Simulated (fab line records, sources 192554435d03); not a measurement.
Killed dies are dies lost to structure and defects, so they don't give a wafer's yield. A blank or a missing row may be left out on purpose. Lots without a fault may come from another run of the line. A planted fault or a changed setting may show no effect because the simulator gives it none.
Chamber matching | flow n5_finfet | N5_FIN_SAQP_ALD_61 on ald_sin-01: 4 sister chambers
The step deposits SiO2, target thk 4 nm, pulse time 1 s, purge time 2 s. 18 wafers are shown with their chamber, then 9 later ones without.

WAFERS WITH THEIR CHAMBER
wafer  | chamber | heater_power_w (W) | precursor_pulse_height_rel
L076.2 | 1       | 468                | 1.017
L076.5 | 0       | 475                | 0.969
L076.6 | 1       | 478                | 0.981
L078.1 | 1       | 475                | 0.982
L078.3 | 2       | 468                | 1.004
L078.6 | 1       | 487                | 1.008
L080.3 | 0       | 481                | 0.996
L080.4 | 1       | 479                | 0.984
L080.5 | 3       | 464                | 0.974
L081.2 | 1       | 462                | 1.014
L081.4 | 2       | 471                | 0.992
L081.5 | 0       | 475                | 1.005
L083.3 | 2       | 460                | 0.993
L083.5 | 2       | 472                | 1.008
L083.6 | 1       | 473                | 1.037
L087.1 | 1       | 481                | 0.970
L087.2 | 2       | 463                | 1.044
L087.3 | 0       | 476                | 1.002

SIGNATURES (means of the wafers above)
reading                    | chamber 0 | chamber 1 | chamber 2 | chamber 3 | scatter within a chamber
heater_power_w             | 476.75    | 475.38    | 466.80    | 464.00    | 6.31
precursor_pulse_height_rel | 0.99300   | 0.99912   | 1.00820   | 0.97400   | 0.0213
Rule: a wafer's distance from a chamber is the root of the sum, over the readings, of the square of ((its reading less the chamber's mean) divided by the reading's scatter). The wafer belongs to the nearest chamber; if the next one is less than 2 further off, it can't be placed. The scatter: the root of (the sum of the squares of (reading less its chamber's mean) over the shown wafers, divided by (wafers less chambers)).

WAFERS WITHOUT THEIR CHAMBER
wafer  | heater_power_w (W) | precursor_pulse_height_rel
L092.4 | 460                | 1.004
L092.5 | 486                | 0.999
L092.6 | 465                | 1.018
L093.1 | 483                | 0.955
L093.5 | 472                | 0.993
L093.6 | 468                | 1.000
L094.2 | 457                | 1.010
L094.3 | 468                | 0.999
L094.6 | 485                | 1.002

WHICH CHAMBER EACH WENT THROUGH
wafer  | from the rows above               | in truth
L092.4 | can't be placed: 2 or 3 or 1 or 0 | 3
L092.5 | can't be placed: 0 or 1 or 2      | 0
L092.6 | can't be placed: 2 or 1 or 3 or 0 | 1
L093.1 | can't be placed: 0 or 1 or 3 or 2 | 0
L093.5 | can't be placed: 1 or 0 or 2 or 3 | 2
L093.6 | can't be placed: 2 or 1 or 3 or 0 | 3
L094.2 | can't be placed: 2 or 3 or 1 or 0 | 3
L094.3 | can't be placed: 2 or 1 or 3 or 0 | 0
L094.6 | can't be placed: 0 or 1 or 2      | 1
Placed correctly: 0 of 9. Can't be placed from these rows: 9 (the true chamber is among the candidates in 9). Placed wrongly: 0.
